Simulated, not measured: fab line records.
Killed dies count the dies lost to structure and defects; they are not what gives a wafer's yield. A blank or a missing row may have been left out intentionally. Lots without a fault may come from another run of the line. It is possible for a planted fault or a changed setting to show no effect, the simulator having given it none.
fab line records	flow nandHarc	part 2 of 2: steps 28 to 43 of 43
record lots=5	wafers=15	lastDay=30
route steps=1302 shown A_M1@1171 A_BONDPAD@1202
lots that met no fault: from a run of the same line without faults
startH: hours from the record's opening day to when the first of the lot's shown wafers began	waitH: time in hours since the lot's previous step	" the same as in the row above	L1.1+2: a single row standing in for several wafers	- either no value or no given start	* or withheld: withheld	< > ~ a bound
route shown NAME@n: a module of which the file shows steps, and the number in the route of the first	usual: mean/standard deviation of fault-free wafers	same: alike in all rows	chamber/n: place in a boat	sites: the reading at each site	_std_site: how widely they spread, as a standard deviation	_edge_site: inner sites' mean taken away from outer sites' mean	radiusMm: for every site, how far away it sits from the centre of the wafer	mask NAME#n: copy n	behind: the most recent tool/chamber to have shaped the wafer	hold: what put the lot on hold/how long, in hours/how the hold closed	device: transistor that didn't switch, given as n, p or np	end of line: tests run on the same wafers once the route is complete	for a step that has no rows: nothing shown but its recipe	killed: count of dies lost to structure and defects at first sort (not the wafer's yield)	map: a wafer's dies, x killed, . not, _ none there
set.NAME: the run value of the setting; set.NAME@STEP: its run value at that earlier step	model.NAME: the simulator's own value behind a step, which no gauge read
lots at some steps of the route; a table a step, a row a wafer
services: when a tool's chamber went out of use (startH, in hours from the record's first day, below 0 if earlier), for how many hours, and the reason
## steps
# step NHARC_A_M1_INSPECT_27
# usual rawDefectCount=550/120
lot.wafer	tool	chamber	startH	waitH	rawDefectCount
L082.1	defectInspect-01	-	594.63	0.0	375
L082.3	"	-	"	"	345
L082.5	"	-	"	"	432
L081.1	defectInspect-02	-	598.41	0.0	523
L081.3	"	-	"	"	644
L081.6	"	-	"	"	655
L084.4	defectInspect-01	-	624.22	0.0	637
L084.5	"	-	"	"	500
L084.6	"	-	"	"	542
L088.1	defectInspect-01	-	671.98	0.0	383
L088.2	"	-	"	"	647
L088.4	"	-	"	"	667
L089.1	defectInspect-01	-	674.56	0.0	698
L089.3	"	-	"	"	692
L089.6	"	-	"	"	567
# step NHARC_A_M1_PRE_CLEAN_32
# recipe timeS=12	tempC=370	rfPowerW=300	gas=NH3
# usual heaterPowerW=677/49
lot.wafer	tool	chamber	startH	waitH	heaterPowerW
L082.3	pecvd-04	0	594.71	0.1	715
L082.1	"	1	"	"	674
L082.5	"	2	"	"	723
L081.1	pecvd-04	1	598.47	0.1	661
L081.3	"	0	"	"	687
L081.6	"	2	"	"	639
L084.5	pecvd-04	0	624.33	0.1	655
L084.6	"	1	"	"	762
L084.4	"	2	"	"	709
L088.1	pecvd-02	2	672.04	0.1	729
L088.2	"	1	"	"	761
L088.4	"	1	"	"	763
L089.1	pecvd-03	1	674.63	0.1	713
L089.3	"	2	"	"	655
L089.6	"	0	"	"	602
# step NHARC_A_M1_DEP_33
# recipe targetThkA=300	tempC=370	targetThkNm=30	pressureTorr=3	flowSccm=200	rfW=450	material=SiCN
# usual heaterPowerW=642/40	showerheadVppV=1277/58
lot.wafer	tool	chamber	startH	waitH	heaterPowerW	showerheadVppV
L082.3	pecvd-04	0	594.82	0.1	654	1333
L082.1	"	1	"	"	668	1271
L082.5	"	2	"	"	651	1290
L081.1	pecvd-04	1	598.55	0.1	722	1268
L081.3	"	0	"	"	645	1313
L081.6	"	2	"	"	682	1275
L084.5	pecvd-04	0	624.50	0.2	630	1308
L084.6	"	1	"	"	714	1271
L084.4	"	2	"	"	611	1283
L088.1	pecvd-02	2	672.12	0.1	655	1248
L088.2	"	1	"	"	646	1232
L088.4	"	1	"	"	645	1217
L089.1	pecvd-03	1	674.70	0.1	654	1411
L089.3	"	2	"	"	675	1255
L089.6	"	0	"	"	596	1217
# step NHARC_A_BONDPAD_DEP_00
# recipe targetThkA=2500	tempC=370	targetThkNm=250	pressureTorr=3	flowSccm=200	rfW=450	material=SiCN
# usual heaterPowerW=579/72	showerheadVppV=1293/38
lot.wafer	tool	chamber	startH	waitH	heaterPowerW	showerheadVppV
L082.3	pecvd-01	0	595.35	-	500	1295
L082.1	"	1	"	"	552	1258
L082.5	"	1	"	"	555	1261
L081.3	pecvd-04	1	-	-	667	1256
L081.1	"	2	"	"	660	1276
L081.6	"	0	"	"	678	1323
L084.5	pecvd-01	0	625.06	-	506	1292
L084.4	"	1	"	"	555	1291
L084.6	"	2	"	"	527	1362
L088.2	pecvd-01	2	672.68	-	535	1334
L088.1	"	1	"	"	472	1265
L088.4	"	2	"	"	549	1329
L089.3	pecvd-02	0	675.25	-	653	1265
L089.1	"	2	"	"	574	1233
L089.6	"	1	"	"	658	1225
# step NHARC_A_BONDPAD_CMP_29
# recipe targetThkNm=200	material=SiCN
# usual motorCurrentA=12.0/1.2	slurryFlowMlMin=150.0/0.45
lot.wafer	tool	chamber	startH	waitH	motorCurrentA	slurryFlowMlMin
L082.1	cmp-04	2	595.75	-	10.3	150.2
L082.3	"	1	"	"	9.9	149.6
L082.5	"	3	"	"	11.4	150.1
L081.3	cmp-01	3	599.52	-	11.2	149.9
L081.1	"	2	"	"	12.0	149.5
L081.6	"	3	"	"	11.0	150.2
L084.4	cmp-04	3	625.36	-	11.3	150.6
L084.5	"	2	"	"	10.9	150.2
L084.6	"	3	"	"	11.8	149.0
L088.1	cmp-03	3	673.08	-	10.5	150.6
L088.4	"	1	"	"	13.7	149.2
L088.2	"	2	"	"	13.5	149.3
L089.3	cmp-03	3	675.68	-	10.9	150.3
L089.1	"	1	"	"	13.4	150.0
L089.6	"	2	"	"	14.1	151.1
# step NHARC_A_BONDPAD_THK_MEAS_30
# recipe thkMeasGauge=ellipsometry
# usual thkNm=200.3/1.6
lot.wafer	tool	chamber	startH	waitH	thkNm
L082.1	filmMetro-02	-	596.01	0.2	202.2
L082.3	"	-	"	"	199.3
L082.5	"	-	"	"	198.9
L081.1	filmMetro-02	-	599.77	0.1	199.4
L081.3	"	-	"	"	201.0
L081.6	"	-	"	"	199.9
L084.4	filmMetro-01	-	625.59	0.2	201.0
L084.5	"	-	"	"	200.1
L084.6	"	-	"	"	200.6
L088.1	filmMetro-02	-	673.33	0.2	199.5
L088.2	"	-	"	"	202.2
L088.4	"	-	"	"	198.1
L089.1	filmMetro-01	-	675.91	0.2	200.6
L089.3	"	-	"	"	202.3
L089.6	"	-	"	"	201.9
# step NHARC_A_BONDPAD_SRD_31
lot.wafer	tool	chamber	startH	waitH
L082.5+1+3	wetBench-10	7,2,4	596.05	0.0
L081.6+3+1	wetBench-10	4,5,6	599.82	0.0
L084.5+6+4	wetBench-08	1,5,6	625.62	0.0
L088.4+2+1	wetBench-08	0,2,3	673.37	0.0
L089.3+1+6	wetBench-08	0,1,2	675.95	0.0
# step NHARC_A_BONDPAD_DEHYDRATE_01
# recipe tempC=150	timeS=120
lot.wafer	tool	chamber	startH	waitH
L082.1+3+5	lithoTrack-07	0	596.13	0.1
L081.1+3+6	lithoTrack-03	0	599.89	0.1
L084.4+5+6	lithoTrack-05	0	625.71	0.1
L088.1+2+4	lithoTrack-03	0	673.46	0.1
L089.1+3+6	lithoTrack-05	0	676.03	0.1
# step NHARC_A_BONDPAD_HMDS_02
# recipe timeS=30
lot.wafer	tool	chamber	startH	waitH
L082.1+3+5	lithoTrack-07	0	-	-
L081.1+3+6	lithoTrack-03	0	-	-
L084.4+5+6	lithoTrack-05	0	-	-
L088.1+2+4	lithoTrack-03	0	-	-
L089.1+3+6	lithoTrack-05	0	-	-
# step NHARC_A_BONDPAD_COAT_33
# recipe tempC=200	timeS=65
lot.wafer	tool	chamber	startH	waitH
L082.1+3+5	lithoTrack-07	0	-	-
L081.1+3+6	lithoTrack-03	0	-	-
L084.4+5+6	lithoTrack-05	0	-	-
L088.1+2+4	lithoTrack-03	0	-	-
L089.1+3+6	lithoTrack-05	0	-	-
# step NHARC_A_BONDPAD_COAT_03
# recipe spinRpm=2000	resistThkNm=600
lot.wafer	tool	chamber	startH	waitH
L082.1+3+5	lithoTrack-07	0	-	-
L081.1+3+6	lithoTrack-03	0	-	-
L084.4+5+6	lithoTrack-05	0	-	-
L088.1+2+4	lithoTrack-03	0	-	-
L089.1+3+6	lithoTrack-05	0	-	-
# step NHARC_A_BONDPAD_SOFTBAKE_04
# recipe tempC=125	timeS=70
lot.wafer	tool	chamber	startH	waitH
L082.1+3+5	lithoTrack-07	0	-	-
L081.1+3+6	lithoTrack-03	0	-	-
L084.4+5+6	lithoTrack-05	0	-	-
L088.1+2+4	lithoTrack-03	0	-	-
L089.1+3+6	lithoTrack-05	0	-	-
# step NHARC_A_BONDPAD_EBR_05
lot.wafer	tool	chamber	startH	waitH
L082.1+3+5	lithoTrack-07	0	-	-
L081.1+3+6	lithoTrack-03	0	-	-
L084.4+5+6	lithoTrack-05	0	-	-
L088.1+2+4	lithoTrack-03	0	-	-
L089.1+3+6	lithoTrack-05	0	-	-
# step NHARC_A_BONDPAD_EXPOSE_06
# recipe na=0.55	doseMj=36.99	maskId=A_BPAD
lot.wafer	tool	chamber	startH	waitH	mask
L082.1+3+5	krfScanner-03	0	596.42	-	A_BPAD#0
L081.1+3+6	krfScanner-04	0	600.18	-	A_BPAD#0
L084.4+5+6	krfScanner-02	0	625.89	-	A_BPAD#0
L088.1+2+4	krfScanner-04	0	673.75	-	A_BPAD#0
L089.1+3+6	krfScanner-03	0	676.32	-	A_BPAD#0
# step NHARC_A_BONDPAD_PEB_07
# recipe pebTempC=128	pebTimeS=80
lot.wafer	tool	chamber	startH	waitH
L082.1+3+5	lithoTrack-05	0	596.49	0.1
L081.1+3+6	lithoTrack-05	0	600.25	0.1
L084.4+5+6	lithoTrack-07	0	625.94	0.0
L088.1+2+4	lithoTrack-07	0	673.81	0.1
L089.1+3+6	lithoTrack-07	0	676.38	0.1
# step NHARC_A_BONDPAD_DEVELOP_08
# recipe timeS=50	devTempC=22
lot.wafer	tool	chamber	startH	waitH
L082.1+3+5	lithoTrack-05	0	-	-
L081.1+3+6	lithoTrack-05	0	-	-
L084.4+5+6	lithoTrack-07	0	-	-
L088.1+2+4	lithoTrack-07	0	-	-
L089.1+3+6	lithoTrack-07	0	-	-
## services
tool	chamber	startH	hours	kind
arfiScanner-01	-	568.06	0.4	repair
rieDiel-02	-	570.70	9.0	pm
rieDiel-11	-	571.56	12.3	repair
pvdSputter-01	-	582.00	10.0	pm
pvdSputter-03	-	590.50	1.5	repair
arfiScanner-01	-	596.00	4.0	pm
rieDiel-11	2	597.41	23.1	repair
lithoTrack-07	-	601.00	7.0	pm
pvdSputter-02	-	606.32	2.5	repair
arfiScanner-01	-	609.33	4.5	repair
rieDiel-11	-	609.50	9.0	pm
rieDiel-12	-	622.40	9.0	pm
cmp-03	-	624.30	2.3	repair
lithoTrack-03	-	625.00	7.0	pm
pvdSputter-01	-	625.73	0.6	repair
pecvd-04	-	631.52	13.0	pm
rieDiel-02	-	635.70	0.6	repair
cmp-03	-	638.98	0.4	repair
wetBench-08	-	646.40	8.0	pm
lithoTrack-05	-	649.00	7.0	pm
pecvd-04	-	651.56	5.4	repair
cmp-03	-	652.37	4.0	pm
arfiScanner-01	-	656.61	0.4	repair
pecvd-04	-	670.03	0.6	repair
